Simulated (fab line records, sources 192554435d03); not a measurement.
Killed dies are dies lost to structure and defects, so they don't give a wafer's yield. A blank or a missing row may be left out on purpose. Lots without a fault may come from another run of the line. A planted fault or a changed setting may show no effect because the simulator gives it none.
fab line records | flow n5_finfet
record lots=24 wafers=72 last_day=19
route steps=1938 shown BEOL_M1@797 BEOL_M2@843
lots that met no fault: from a run of the same line without faults
start_h: hours from the record's first day to the start of the lot's first wafer shown | wait_h: hours since the lot's step before | " the same as in the row above | L1.1+2: a row that stands for several wafers | - no value, or no start given | * or withheld: withheld | < > ~ a bound
route shown NAME@n: a module of which the file shows steps, and the number in the route of the first | usual: mean/standard deviation of fault-free wafers | same: alike in all rows | chamber/n: place in a boat | sites: the reading at each site | _std_site: their standard deviation | _edge_site: outer sites' mean less inner sites' | radius_mm: how far each site lies from the wafer's centre | mask NAME#n: copy n | behind: the tool/chamber that last shaped the wafer | hold: why the lot was held/for how many hours/how that ended | device: the transistor (n, p or np) that didn't switch | end of line: the same wafers' tests at the end of the route | a step without rows: its recipe alone | killed: dies lost to structure and defects at the first sort, not the wafer's yield | map: a wafer's dies, x killed, . not, _ none there
set.NAME: the setting as run; set.NAME@STEP: as run at that earlier step | model.NAME: the simulator's own value behind a step, which no gauge read
steps of the route over a sample of lots; a table a step, a row a wafer
services: from which hour (start_h, from the record's first day; less than 0 if before it) a tool's chamber was out of use, for how many hours, and why
## steps
# step N5_BEOL_M1_VIA_ETCH_34
# recipe chemistry=C4F6/O2 target_depth_a=678 mask_material=SOC pressure_mtorr=15 ion_energy_ev=250 taper_deg=4 time_s=64.4 source_w=350 bias_w=170 Ar_flow_sccm=300 C4F6_flow_sccm=10 O2_flow_sccm=10
# usual C4F6_flow_sccm=10.00/0.031 chamber_pressure_mTorr=15.000/0.015 drypump_motor_current_A=5.8/0.5 oes_f_703_au=0.82/0.095 oes_product_au=0.81/0.095 rf_vpp_V=659/10 showerhead_plenum_p_Torr=2.85/0.078 throttle_valve_pct=30.7/0.39
# columns lot.wafer tool chamber start_h wait_h C4F6_flow_sccm chamber_pressure_mTorr drypump_motor_current_A oes_f_703_au oes_product_au rf_hours_counter_h rf_vpp_V showerhead_plenum_p_Torr throttle_valve_pct
L074.2 rie_diel-02 2 128.57 0.0 9.97 15.008 6.4 0.70 0.68 243 660 2.79 31.0
L074.3 " 1 " " 9.96 15.020 5.2 0.70 0.70 201 647 2.74 31.5
L074.6 " 1 " " 9.96 15.004 5.2 0.70 0.71 - 647 2.74 31.5
L076.2 rie_diel-01 3 131.87 0.0 10.01 15.004 5.4 0.70 0.70 240 682 2.81 30.8
L076.5 " 2 " " 9.95 15.024 5.7 0.88 0.89 - 669 2.90 30.6
L076.6 " 1 " " 10.01 15.007 5.8 0.98 0.95 - 650 3.00 30.1
L075.1 rie_diel-01 0 136.65 0.0 9.97 15.021 6.5 0.84 0.84 88 654 2.85 30.2
L075.2 " 3 " " 9.98 14.980 5.4 0.70 0.69 242 681 2.81 30.8
L075.5 " 3 " " 10.02 14.986 5.4 0.70 0.69 - 683 2.81 30.8
L077.1 rie_diel-03 2 143.89 0.0 10.04 14.983 5.8 0.75 0.75 134 655 2.86 30.5
L077.5 " 0 " " 9.95 14.993 4.9 0.80 0.80 - 662 2.86 30.5
L077.6 " 3 " " 10.05 15.013 6.7 0.96 0.96 - 657 2.92 30.8
L078.1 rie_diel-02 3 147.05 0.0 9.93 15.017 6.2 0.69 0.70 210 673 2.72 31.1
L078.3 " 0 " " 10.01 14.995 5.6 0.96 0.96 6 650 2.80 30.7
L078.6 " 2 " " 9.98 14.992 6.4 0.68 0.68 - 662 2.79 31.0
L079.3 rie_diel-01 1 161.05 0.0 9.99 14.994 5.7 0.95 0.92 27 649 3.00 30.2
L079.4 " 2 " " 10.02 15.021 5.7 0.85 0.87 33 666 2.89 30.6
L079.6 " 3 " " 10.05 15.010 5.4 0.69 0.69 - 681 2.81 30.8
L080.3 rie_diel-01 1 171.29 0.0 10.01 14.993 5.8 0.95 0.92 28 650 3.00 30.2
L080.4 " 2 " " 9.98 15.002 5.7 0.86 0.87 34 667 2.89 30.6
L080.5 " 0 " " 9.96 14.981 6.5 0.83 0.83 - 654 2.85 30.2
L081.2 rie_diel-01 0 171.69 0.0 10.03 14.973 6.5 0.83 0.83 97 655 2.85 30.2
L081.4 " 1 " " 10.04 15.002 5.7 0.95 0.92 28 651 3.00 30.1
L081.5 " 2 " " 10.04 14.992 5.7 0.86 0.87 - 667 2.89 30.6
L082.1 rie_diel-03 1 174.42 0.0 10.01 15.005 6.0 0.75 0.73 166 653 2.94 31.2
L082.2 " 3 " " 9.98 14.999 6.6 0.94 0.93 16 654 2.92 30.8
L082.5 " 0 " " 10.01 15.000 4.9 0.79 0.78 - 664 2.86 30.5
L083.3 rie_diel-02 1 178.88 0.0 10.03 15.014 5.2 0.70 0.70 218 648 2.73 31.5
L083.5 " 3 " " 10.00 15.004 6.2 0.69 0.69 - 673 2.72 31.1
L083.6 " 0 " " 10.00 14.999 5.6 0.93 0.93 - 653 2.80 30.7
L085.3 rie_diel-02 2 192.58 0.0 10.00 15.014 6.4 0.94 0.97 5 660 2.79 30.8
L085.4 " 0 " " 9.99 15.000 5.6 0.91 0.92 20 652 2.79 30.7
L085.5 " 2 " " 10.01 14.979 6.4 0.94 0.98 - 661 2.79 30.8
L084.2 rie_diel-03 2 192.62 0.0 9.98 15.018 5.8 0.74 0.74 144 656 2.86 30.5
L084.4 " 1 " " 9.97 15.002 6.1 0.75 0.74 173 650 2.93 31.2
L084.6 " 1 " " 9.98 14.986 6.1 0.75 0.73 - 650 2.93 31.2
L087.1 rie_diel-02 0 224.33 0.0 9.99 15.014 5.6 0.90 0.90 28 652 2.79 30.7
L087.2 " 1 " " 9.98 14.989 5.2 0.68 0.69 231 648 2.73 31.5
L087.3 " 2 " " 10.01 14.995 6.4 0.92 0.93 13 662 2.78 30.8
L086.3 rie_diel-03 2 230.02 0.0 10.00 14.999 5.8 0.74 0.72 156 655 2.85 30.5
L086.4 " 3 " " 10.00 15.027 6.6 0.90 0.88 36 657 2.91 30.8
L086.6 " 2 " " 9.98 14.988 5.8 0.74 0.72 - 655 2.85 30.5
L089.1 rie_diel-01 0 232.11 0.0 10.01 15.004 6.5 0.80 0.80 120 654 2.84 30.2
L089.2 " 3 " " 9.95 15.008 5.4 0.95 0.94 11 680 2.80 30.4
L089.3 " 2 " " 10.02 14.998 5.8 0.83 0.84 57 667 2.88 30.6
L088.1 rie_diel-03 0 234.85 0.0 10.02 14.970 4.9 0.77 0.77 155 665 2.85 30.5
L088.4 " 1 " " 10.05 15.002 6.0 0.74 0.71 187 652 2.93 31.2
L088.6 " 1 " " 9.99 14.991 6.0 0.74 0.71 - 651 2.93 31.2
L090.3 rie_diel-01 2 235.87 0.0 10.01 14.997 5.7 0.82 0.83 59 667 2.88 30.6
L090.4 " 3 " " 9.99 15.004 5.4 0.93 0.92 13 679 2.80 30.3
L090.6 " 0 " " 9.96 14.988 6.4 0.80 0.80 - 653 2.84 30.2
L093.1 rie_diel-02 0 255.62 0.0 9.98 14.998 5.6 0.89 0.90 33 652 2.79 30.7
L093.5 " 0 " " 10.04 15.020 5.6 0.89 0.90 - 653 2.79 30.7
L093.6 " 1 " " 9.99 14.991 5.2 0.68 0.69 - 646 2.72 31.5
L091.2 rie_diel-01 3 260.61 0.0 10.03 15.007 5.4 0.92 0.91 22 681 2.80 30.4
L091.4 " 0 " " 10.01 14.999 6.4 0.80 0.79 130 654 2.84 30.2
L091.6 " 3 " " 9.96 14.994 5.3 0.91 0.91 - 680 2.80 30.4
L094.2 rie_diel-01 2 261.36 0.0 10.03 15.017 5.7 0.81 0.81 68 666 2.88 30.6
L094.3 " 0 " " 9.97 15.026 6.4 0.80 0.78 130 653 2.84 30.2
L094.6 " 1 " " 10.00 14.998 5.8 0.90 0.86 - 646 2.98 30.2
L095.2 rie_diel-02 3 261.83 0.0 10.00 14.989 6.2 0.68 0.67 240 674 2.71 31.1
L095.3 " 2 " " 9.99 14.991 6.4 0.90 0.92 21 659 2.78 30.8
L095.4 " 3 " " 9.97 15.003 6.2 0.67 0.67 - 673 2.71 31.1
L092.4 rie_diel-01 1 264.34 0.0 9.99 15.040 5.8 0.90 0.87 63 649 2.98 30.2
L092.5 " 1 " " 10.00 14.992 5.8 0.89 0.86 - 648 2.98 30.2
L092.6 " 2 " " 10.00 14.986 5.7 0.82 0.82 - 667 2.88 30.6
L096.1 rie_diel-03 0 264.37 0.0 9.98 14.913 4.9 0.76 0.76 166 665 2.84 30.6
L096.3 " 2 " " 10.04 14.998 5.8 0.73 0.71 170 654 2.85 30.6
L096.5 " 3 " " 9.95 15.012 6.6 0.89 0.86 - 655 2.90 30.8
L097.1 rie_diel-03 1 284.73 0.0 10.00 14.999 6.1 0.73 0.70 205 652 2.92 31.2
L097.2 " 3 " " 10.00 15.013 6.6 0.87 0.84 56 657 2.90 30.8
L097.3 " 0 " " 10.02 14.972 4.9 0.76 0.75 172 663 2.84 30.6
# step N5_BEOL_M1_ANNEAL_51
# recipe temp_c=225 time_s=90 ambient=N2
# usual wafer_temp_C_max=226.6/0.45
# columns lot.wafer tool chamber start_h wait_h wafer_temp_C_max
L074.2 rtp_anneal-01 0 132.17 0.1 226.7
L074.3 " 0 " " 226.7
L074.6 " 0 " " 226.7
L076.2 rtp_anneal-02 0 135.16 0.1 226.2
L076.5 " 0 " " 226.5
L076.6 " 0 " " 226.2
L075.1 rtp_anneal-02 0 142.16 0.1 226.6
L075.2 " 0 " " 226.4
L075.5 " 0 " " 226.3
L077.1 rtp_anneal-02 0 147.38 0.1 226.4
L077.5 " 0 " " 226.4
L077.6 " 0 " " 226.8
L078.1 rtp_anneal-01 0 150.41 0.1 226.9
L078.3 " 0 " " 226.9
L078.6 " 0 " " 227.3
L079.3 rtp_anneal-02 0 165.06 0.1 226.2
L079.4 " 0 " " 226.1
L079.6 " 0 " " 225.9
L080.3 rtp_anneal-01 0 174.72 0.1 227.0
L080.4 " 0 " " 226.8
L080.5 " 0 " " 227.4
L081.2 rtp_anneal-01 0 176.58 0.1 227.1
L081.4 " 0 " " 226.9
L081.5 " 0 " " 226.5
L082.1 rtp_anneal-01 0 178.07 0.1 228.3
L082.2 " 0 " " 227.4
L082.5 " 0 " " 226.5
L083.3 rtp_anneal-02 0 182.98 0.1 226.9
L083.5 " 0 " " 226.1
L083.6 " 0 " " 226.4
L085.3 rtp_anneal-02 0 196.18 0.2 226.6
L085.4 " 0 " " 226.2
L085.5 " 0 " " 226.4
L084.2 rtp_anneal-02 0 198.41 0.1 226.5
L084.4 " 0 " " 226.3
L084.6 " 0 " " 226.4
L087.1 rtp_anneal-02 0 227.73 0.1 226.0
L087.2 " 0 " " 225.9
L087.3 " 0 " " 225.9
L086.3 rtp_anneal-02 0 233.08 0.1 226.2
L086.4 " 0 " " 226.0
L086.6 " 0 " " 226.0
L089.1 rtp_anneal-01 0 235.67 0.3 227.0
L089.2 " 0 " " 226.7
L089.3 " 0 " " 226.9
L088.1 rtp_anneal-02 0 237.86 0.1 226.3
L088.4 " 0 " " 226.2
L088.6 " 0 " " 226.2
L090.3 rtp_anneal-01 0 238.91 0.1 226.8
L090.4 " 0 " " 226.9
L090.6 " 0 " " 227.1
L093.1 rtp_anneal-02 0 258.77 0.1 226.5
L093.5 " 0 " " 226.6
L093.6 " 0 " " 226.0
L091.2 rtp_anneal-01 0 263.61 0.1 227.3
L091.4 " 0 " " 226.6
L091.6 " 0 " " 227.3
L094.2 rtp_anneal-01 0 264.45 0.1 226.5
L094.3 " 0 " " 227.0
L094.6 " 0 " " 227.2
L095.2 rtp_anneal-01 0 266.40 0.6 226.9
L095.3 " 0 " " 226.9
L095.4 " 0 " " 226.5
L092.4 rtp_anneal-01 0 267.96 0.2 226.4
L092.5 " 0 " " 226.5
L092.6 " 0 " " 227.0
L096.1 rtp_anneal-01 0 268.37 0.2 226.5
L096.3 " 0 " " 226.3
L096.5 " 0 " " 227.0
L097.1 rtp_anneal-01 0 288.49 0.1 226.9
L097.2 " 0 " " 227.5
L097.3 " 0 " " 226.1
# step N5_BEOL_M1_DEP_57
# recipe material=SiCN target_thk_a=80 temp_c=withheld precursor=3MS/NH3 pressure_torr=3 rf_w=202 time_s=14
# usual showerhead_plenum_p_Torr=3.670/0.012 throttle_valve_pct=9.1/0.51
# columns lot.wafer tool chamber start_h wait_h showerhead_plenum_p_Torr throttle_valve_pct
L074.2 pecvd-04 0 132.91 0.0 3.637 9.9
L074.3 " 1 " " 3.684 9.3
L074.6 " 1 " " 3.679 9.6
L076.2 pecvd-02 0 135.90 0.0 3.668 9.5
L076.5 " 2 " " 3.659 8.5
L076.6 " 0 " " 3.675 9.6
L075.1 pecvd-02 1 142.95 0.0 3.668 9.2
L075.2 " 0 " " 3.677 9.6
L075.5 " 2 " " 3.659 8.7
L077.1 pecvd-02 1 148.16 0.0 3.671 9.1
L077.5 " 1 " " 3.661 9.2
L077.6 " 0 " " 3.672 9.5
L078.1 pecvd-02 1 151.19 0.0 3.672 9.3
L078.3 " 0 " " 3.670 9.2
L078.6 " 1 " " 3.670 9.0
L079.3 pecvd-04 0 165.75 0.0 3.638 9.9
L079.4 " 1 " " 3.678 9.6
L079.6 " 2 " " 3.677 8.9
L080.3 pecvd-03 0 175.41 0.0 3.676 8.9
L080.4 " 0 " " 3.671 8.8
L080.5 " 1 " " 3.680 8.8
L081.2 pecvd-04 1 177.32 0.0 3.680 9.3
L081.4 " 2 " " 3.671 9.0
L081.5 " 1 " " 3.682 9.6
L082.1 pecvd-03 0 178.85 0.0 3.668 9.0
L082.2 " 1 " " 3.674 8.7
L082.5 " 0 " " 3.676 8.8
L083.3 pecvd-02 2 183.67 0.0 3.673 8.8
L083.5 " 0 " " 3.671 9.6
L083.6 " 1 " " 3.673 9.1
L085.3 pecvd-04 1 196.88 0.0 3.677 9.4
L085.4 " 0 " " 3.641 10.2
L085.5 " 1 " " 3.689 9.5
L084.2 pecvd-03 2 199.17 0.0 3.687 9.4
L084.4 " 0 " " 3.682 9.2
L084.6 " 2 " " 3.685 9.2
L087.1 pecvd-02 2 228.63 0.0 3.649 8.6
L087.2 " 0 " " 3.670 9.5
L087.3 " 1 " " 3.669 9.1
L086.3 pecvd-04 0 233.78 0.0 3.636 10.0
L086.4 " 0 " " 3.637 10.1
L086.6 " 1 " " 3.678 9.5
L089.1 pecvd-02 0 236.46 0.0 3.674 9.8
L089.2 " 2 " " 3.661 8.6
L089.3 " 1 " " 3.669 9.0
L088.1 pecvd-02 0 238.66 0.0 3.683 9.6
L088.4 " 1 " " 3.673 9.1
L088.6 " 2 " " 3.665 8.8
L090.3 pecvd-03 0 239.65 0.0 3.663 8.8
L090.4 " 1 " " 3.674 8.9
L090.6 " 0 " " 3.675 8.9
L093.1 pecvd-03 0 259.57 0.0 3.668 9.0
L093.5 " 1 " " 3.670 8.8
L093.6 " 2 " " 3.691 8.1
L091.2 pecvd-03 2 264.35 0.0 3.669 8.0
L091.4 " 1 " " 3.677 8.9
L091.6 " 2 " " 3.682 8.2
L094.2 pecvd-04 2 265.19 0.0 3.679 8.7
L094.3 " 1 " " 3.684 9.5
L094.6 " 0 " " 3.637 10.1
L095.2 pecvd-03 2 267.14 0.0 3.686 8.4
L095.3 " 1 " " 3.662 8.5
L095.4 " 2 " " 3.679 8.3
L092.4 pecvd-03 2 268.63 0.0 3.675 8.2
L092.5 " 0 " " 3.663 9.1
L092.6 " 1 " " 3.665 8.6
L096.1 pecvd-04 0 269.15 0.0 3.629 10.1
L096.3 " 1 " " 3.675 9.2
L096.5 " 1 " " 3.674 9.4
L097.1 pecvd-02 0 289.27 0.0 3.672 9.9
L097.2 " 2 " " 3.668 8.8
L097.3 " 1 " " 3.678 9.0
# step N5_BEOL_M2_PECVD_72
# recipe material=SiO2 target_thk_a=160 temp_c=400 precursor=TEOS/O2 pressure_torr=5.5 rf_w=450 teos_flow_sccm=53.8 gas=O2 flow_sccm=3000 time_s=18
# usual heater_power_w=732/110 showerhead_plenum_p_Torr=8.81/0.064 throttle_valve_pct=22.5/1
# columns lot.wafer tool chamber start_h wait_h heater_power_w showerhead_plenum_p_Torr throttle_valve_pct
L074.2 pecvd-01 0 133.14 0.0 743 8.71 22.9
L074.3 " 2 " " 661 8.85 21.8
L074.6 " 0 " " 724 8.69 22.7
L076.2 pecvd-03 1 136.14 0.0 721 8.83 21.7
L076.5 " 0 " " 614 8.84 22.1
L076.6 " 1 " " 716 8.82 21.7
L075.1 pecvd-03 2 143.18 0.0 715 8.86 22.5
L075.2 " 1 " " 677 8.82 21.9
L075.5 " 0 " " 597 8.82 21.8
L077.1 pecvd-03 1 148.55 0.0 766 8.81 21.6
L077.5 " 0 " " 626 8.82 21.9
L077.6 " 1 " " 783 8.82 21.9
L078.1 pecvd-03 0 151.42 0.0 514 8.83 22.1
L078.3 " 1 " " 772 8.82 21.8
L078.6 " 0 " " 520 8.81 21.6
L079.3 pecvd-03 0 166.00 0.0 564 8.82 21.8
L079.4 " 2 " " 662 8.83 22.9
L079.6 " 0 " " 566 8.83 22.0
L080.3 pecvd-01 0 175.65 0.0 810 8.71 22.9
L080.4 " 2 " " 617 8.84 21.8
L080.5 " 1 " " 835 8.84 22.2
L081.2 pecvd-03 0 177.56 0.0 518 8.83 21.7
L081.4 " 0 " " 496 8.77 21.8
L081.5 " 2 " " 699 8.87 22.8
L082.1 pecvd-01 1 179.08 0.0 778 8.86 22.3
L082.2 " 2 " " 661 8.82 22.0
L082.5 " 0 " " 698 8.71 23.0
L083.3 pecvd-04 0 183.90 0.0 974 8.69 24.9
L083.5 " 0 " " 984 8.68 25.2
L083.6 " 1 " " 828 8.87 23.3
L085.3 pecvd-04 0 197.11 0.0 798 8.66 25.1
L085.4 " 2 " " 763 8.82 21.8
L085.5 " 0 " " 827 8.67 25.0
L084.2 pecvd-03 1 199.40 0.0 686 8.80 21.9
L084.4 " 2 " " 613 8.86 22.7
L084.6 " 1 " " 676 8.79 21.8
L087.1 pecvd-01 2 228.86 0.0 639 8.84 22.4
L087.2 " 1 " " 819 8.85 22.5
L087.3 " 0 " " 811 8.69 23.0
L086.3 pecvd-04 2 234.03 0.0 815 8.83 21.9
L086.4 " 2 " " 799 8.83 21.8
L086.6 " 1 " " 882 8.87 23.5
L089.1 pecvd-04 0 236.71 0.0 889 8.66 25.0
L089.2 " 2 " " 690 8.86 21.9
L089.3 " 1 " " 772 8.88 23.3
L088.1 pecvd-01 0 238.90 0.0 705 8.72 23.0
L088.4 " 2 " " 636 8.80 22.2
L088.6 " 0 " " 702 8.74 23.1
L090.3 pecvd-03 1 239.92 0.1 696 8.82 21.7
L090.4 " 0 " " 531 8.84 22.1
L090.6 " 0 " " 536 8.85 22.0
L093.1 pecvd-01 1 259.80 0.0 800 8.81 22.3
L093.5 " 0 " " 842 8.73 23.0
L093.6 " 2 " " 688 8.87 22.4
L091.2 pecvd-03 1 264.58 0.0 673 8.83 21.9
L091.4 " 0 " " 579 8.83 21.9
L091.6 " 1 " " 685 8.82 21.7
L094.2 pecvd-03 2 265.42 0.0 613 8.86 20.6
L094.3 " 1 " " 809 8.81 21.8
L094.6 " 2 " " 583 8.84 20.4
L095.2 pecvd-01 1 267.39 0.0 850 8.83 22.4
L095.3 " 2 " " 663 8.84 22.2
L095.4 " 2 " " 661 8.86 22.2
L092.4 pecvd-04 0 268.88 0.1 949 8.66 24.9
L092.5 " 2 " " 790 8.85 22.0
L092.6 " 1 " " 837 8.85 23.5
L096.1 pecvd-04 1 269.39 0.0 795 8.87 23.4
L096.3 " 2 " " 795 8.82 21.7
L096.5 " 2 " " 809 8.84 21.9
L097.1 pecvd-04 0 289.50 0.0 945 8.67 25.0
L097.2 " 2 " " 812 8.82 21.8
L097.3 " 1 " " 794 8.88 23.5
# step N5_BEOL_M2_CD_MEAS_11
# recipe target_cd_nm=16.79 landing_energy_ev=500 detector=se_inlens polarity=opening
# usual cd_nm=16.78/0.25
# columns lot.wafer tool chamber start_h wait_h cd_nm
L074.2 cd_sem-03 0 135.94 - 16.52
L074.3 " 0 " " 16.85
L074.6 " 0 " " 16.55
L076.2 cd_sem-01 0 137.28 - 16.59
L076.5 " 0 " " 17.32
L076.6 " 0 " " 16.78
L075.1 cd_sem-02 0 144.42 - 16.87
L075.2 " 0 " " 16.93
L075.5 " 0 " " 16.90
L077.1 cd_sem-01 0 152.14 - 16.66
L077.5 " 0 " " 16.58
L077.6 " 0 " " 17.17
L078.1 cd_sem-01 0 152.56 - 16.72
L078.3 " 0 " " 17.09
L078.6 " 0 " " 16.71
L079.3 cd_sem-03 0 167.22 - 16.85
L079.4 " 0 " " 16.19
L079.6 " 0 " " 16.65
L080.3 cd_sem-01 0 176.66 - 16.86
L080.4 " 0 " " 16.54
L080.5 " 0 " " 16.67
L081.2 cd_sem-01 0 178.71 - 16.67
L081.4 " 0 " " 16.69
L081.5 " 0 " " 16.89
L082.1 cd_sem-03 0 180.13 - 17.10
L082.2 " 0 " " 16.99
L082.5 " 0 " " 17.14
L083.3 cd_sem-03 0 184.79 - 16.54
L083.5 " 0 " " 17.13
L083.6 " 0 " " 17.05
L085.3 cd_sem-01 0 198.05 - 16.70
L085.4 " 0 " " 17.03
L085.5 " 0 " " 16.94
L084.2 cd_sem-01 0 201.00 - 16.79
L084.4 " 0 " " 16.45
L084.6 " 0 " " 16.66
L087.1 cd_sem-02 0 229.84 - 16.41
L087.2 " 0 " " 16.28
L087.3 " 0 " " 16.59
L086.3 cd_sem-03 0 234.48 - 16.82
L086.4 " 0 " " 16.80
L086.6 " 0 " " 16.61
L089.1 cd_sem-01 0 237.28 - 16.62
L089.2 " 0 " " 16.85
L089.3 " 0 " " 16.45
L088.1 cd_sem-02 0 239.84 - 16.84
L088.4 " 0 " " 17.20
L088.6 " 0 " " 16.94
L090.3 cd_sem-03 0 240.43 - 17.10
L090.4 " 0 " " 16.83
L090.6 " 0 " " 17.11
L093.1 cd_sem-03 0 260.55 - 17.16
L093.5 " 0 " " 16.95
L093.6 " 0 " " 16.98
L091.2 cd_sem-01 0 265.50 - 16.66
L091.4 " 0 " " 17.01
L091.6 " 0 " " 16.85
L094.2 cd_sem-01 0 266.21 - 16.64
L094.3 " 0 " " 16.83
L094.6 " 0 " " 16.64
L095.2 cd_sem-02 0 268.57 - 16.83
L095.3 " 0 " " 17.15
L095.4 " 0 " " 16.14
L092.4 cd_sem-02 0 269.31 - 16.96
L092.5 " 0 " " 16.73
L092.6 " 0 " " 16.74
L096.1 cd_sem-02 0 271.08 - 16.29
L096.3 " 0 " " 16.66
L096.5 " 0 " " 16.47
L097.1 cd_sem-03 0 290.29 - 16.73
L097.2 " 0 " " 17.04
L097.3 " 0 " " 17.11
# step N5_BEOL_M2_DESCUM_16
# recipe chemistry=O2 time_s=7 source_power_w=50 bias_power_w=20 pressure_mtorr=20 rf_frequency_hz=2.712e+07 temp_c=40 resist=CAR-EUV o2_flow_sccm=225
# usual chamber_pressure_mTorr=19.997/0.02 drypump_motor_current_A=5.6/0.49 oes_product_au=0.80/0.092 rf_vpp_V=243.6/1.3 showerhead_plenum_p_Torr=2.12/0.08 throttle_valve_pct=20.42/0.27
# columns lot.wafer tool chamber start_h wait_h chamber_pressure_mTorr drypump_motor_current_A oes_product_au rf_hours_counter_h rf_vpp_V showerhead_plenum_p_Torr throttle_valve_pct
L074.2 rie_diel-04 3 136.07 0.0 20.019 5.8 0.78 138 242.4 2.00 20.57
L074.3 " 2 " " 19.976 5.8 0.81 75 244.5 2.13 20.56
L074.6 " 0 " " 19.995 4.7 0.85 - 243.6 2.11 20.11
L076.2 rie_diel-05 2 137.40 0.0 20.006 5.2 0.98 4 245.6 2.22 19.94
L076.5 " 1 " " 20.005 5.1 0.71 - 243.4 2.17 20.87
L076.6 " 2 " " 20.017 5.2 0.99 - 245.4 2.22 19.94
L075.1 rie_diel-04 0 144.54 0.0 20.011 4.7 0.86 64 244.1 2.11 20.13
L075.2 " 3 " " 19.985 5.8 0.77 142 241.1 2.00 20.56
L075.5 " 2 " " 19.976 5.8 0.81 - 244.2 2.13 20.56
L077.1 rie_diel-04 2 152.43 0.2 19.987 5.8 0.81 81 244.8 2.12 20.56
L077.5 " 0 " " 20.011 4.7 0.84 - 244.3 2.11 20.12
L077.6 " 1 " " 19.999 5.9 0.73 - 244.0 2.16 20.11
L078.1 rie_diel-06 0 152.68 0.0 19.977 5.9 0.94 20 244.9 2.22 20.29
L078.3 " 3 " " 20.021 6.1 0.78 113 244.3 2.22 20.69
L078.6 " 2 " " 20.003 4.9 0.68 - 242.8 2.08 20.18
L079.3 rie_diel-05 1 167.34 0.0 19.987 5.2 0.69 244 244.7 2.16 20.87
L079.4 " 2 " " 20.005 5.2 0.96 12 245.3 2.22 19.94
L079.6 " 0 " " 20.018 6.4 0.75 - 241.4 2.00 20.34
L080.3 rie_diel-06 0 176.78 0.0 20.003 5.8 0.94 25 244.3 2.21 20.30
L080.4 " 3 " " 19.991 6.0 0.78 118 244.1 2.22 20.72
L080.5 " 3 " " 20.013 6.0 0.79 - 245.1 2.22 20.71
L081.2 rie_diel-05 3 179.60 0.8 19.964 5.5 0.68 223 244.0 2.16 20.78
L081.4 " 1 " " 19.994 5.1 0.69 249 245.7 2.16 20.89
L081.5 " 0 " " 20.024 6.4 0.75 - 242.0 2.00 20.34
L082.1 rie_diel-06 3 180.28 0.1 20.002 6.0 0.79 121 245.7 2.22 20.72
L082.2 " 2 " " 19.980 4.9 0.67 239 243.8 2.08 20.22
L082.5 " 3 " " 20.006 6.0 0.78 - 243.3 2.22 20.72
L083.3 rie_diel-04 3 184.92 0.0 19.989 5.8 0.76 156 241.5 2.00 20.57
L083.5 " 3 " " 20.003 5.8 0.76 - 241.4 2.00 20.58
L083.6 " 2 " " 20.029 5.8 0.80 - 242.7 2.12 20.57
L085.3 rie_diel-05 3 198.31 0.2 19.993 5.6 0.68 230 243.8 2.15 20.80
L085.4 " 1 " " 20.003 5.1 1.01 - 244.6 2.16 20.58
L085.5 " 3 " " 20.013 5.5 0.69 - 242.8 2.15 20.81
L084.2 rie_diel-06 0 201.12 0.0 20.012 5.8 0.92 34 245.0 2.21 20.32
L084.4 " 2 " " 20.024 4.9 0.67 - 243.2 2.07 20.22
L084.6 " 3 " " 20.025 6.0 0.78 - 244.7 2.21 20.71
L087.1 rie_diel-04 1 229.96 0.0 19.989 5.9 0.72 194 244.2 2.15 20.17
L087.2 " 0 " " 20.033 4.8 0.82 96 242.8 2.10 20.18
L087.3 " 3 " " 19.973 5.8 0.74 174 241.6 1.99 20.62
L086.3 rie_diel-05 0 234.60 0.0 20.017 6.5 0.74 186 241.8 1.99 20.39
L086.4 " 3 " " 20.020 5.6 0.67 247 243.9 2.15 20.83
L086.6 " 0 " " 19.972 6.5 0.74 - 243.0 1.99 20.38
L089.1 rie_diel-04 0 237.41 0.0 20.018 4.7 0.80 99 243.7 2.10 20.16
L089.2 " 1 " " 19.989 5.9 0.71 197 243.2 2.15 20.17
L089.3 " 3 " " 20.042 5.8 0.74 177 241.8 1.99 20.61
L088.1 rie_diel-05 0 239.96 0.0 20.004 6.5 0.73 189 242.5 1.99 20.39
L088.4 " 2 " " 20.019 5.2 0.91 29 244.3 2.21 19.97
L088.6 " 0 " " 19.960 6.5 0.74 - 242.8 1.99 20.40
L090.3 rie_diel-05 0 240.55 0.0 19.988 6.4 0.73 190 241.1 1.99 20.40
L090.4 " 0 " " 20.028 6.4 0.73 - 241.9 1.99 20.38
L090.6 " 2 " " 19.990 5.2 0.91 - 243.9 2.21 19.96
L093.1 rie_diel-06 0 260.71 0.1 20.013 5.8 0.87 60 243.6 2.20 20.36
L093.5 " 3 " " 19.972 6.0 0.76 - 244.7 2.20 20.77
L093.6 " 0 " " 19.945 5.8 0.88 - 245.7 2.20 20.36
L091.2 rie_diel-04 0 265.89 0.3 19.998 4.7 0.80 110 243.5 2.09 20.20
L091.4 " 3 " " 19.977 5.8 0.74 188 241.0 1.99 20.64
L091.6 " 1 " " 19.996 5.9 0.71 - 244.7 2.15 20.18
L094.2 rie_diel-06 2 266.33 0.0 20.014 4.9 0.96 14 242.2 2.07 19.89
L094.3 " 1 " " 19.999 5.8 0.74 172 242.3 2.00 20.51
L094.6 " 3 " " 19.967 6.0 0.76 - 245.3 2.20 20.76
L095.2 rie_diel-05 3 268.73 0.1 20.004 5.5 0.94 3 244.6 2.14 20.38
L095.3 " 2 " " 19.998 5.2 0.88 43 245.1 2.21 19.99
L095.4 " 1 " " 20.002 5.2 0.90 33 242.6 2.15 20.65
L092.4 rie_diel-05 1 269.44 0.0 19.990 5.2 0.89 33 244.2 2.15 20.64
L092.5 " 3 " " 20.026 5.6 0.94 - 243.9 2.14 20.36
L092.6 " 0 " " 20.000 6.4 0.71 - 242.5 1.98 20.41
L096.1 rie_diel-06 1 271.20 0.0 20.016 5.8 0.74 174 241.2 2.00 20.54
L096.3 " 2 " " 20.013 5.0 0.95 16 241.3 2.07 19.92
L096.5 " 0 " " 20.016 5.8 0.87 - 244.8 2.20 20.37
L097.1 rie_diel-05 0 290.41 0.0 19.967 6.5 0.73 209 242.2 1.98 20.41
L097.2 " 2 " " 19.983 5.2 0.88 48 245.5 2.21 20.00
L097.3 " 3 " " 20.018 5.5 0.93 9 244.6 2.14 20.38
## services
# columns tool chamber start_h hours kind
rie_diel-04 1 106.99 5.1 repair
pecvd-03 0 125.38 3.8 repair
pecvd-02 - 127.83 1.1 repair
rie_diel-05 0 147.50 7.9 repair
pecvd-02 - 157.55 0.9 repair
rie_diel-04 2 158.73 9.8 repair
pecvd-03 - 168.63 2.8 repair
rie_diel-03 2 170.50 10.6 repair
rie_diel-02 - 186.52 0.8 repair
rie_diel-05 2 186.93 18.4 repair
rie_diel-06 1 194.90 14.0 repair
rie_diel-01 3 216.72 5.4 repair
rie_diel-04 2 221.50 5.6 repair
pecvd-03 2 222.84 7.1 repair
rie_diel-02 - 226.79 14.6 pm
rie_diel-04 2 227.60 7.5 repair
pecvd-03 2 229.98 - clean
pecvd-01 1 231.76 22.7 repair
rie_diel-04 - 246.59 4.3 pm
pecvd-02 - 264.28 5.5 pm
rie_diel-04 3 270.27 1.4 repair
rie_diel-02 0 275.91 6.9 repair
rie_diel-05 1 276.52 6.8 repair
rie_diel-01 2 285.53 14.8 repair
## key
fault none
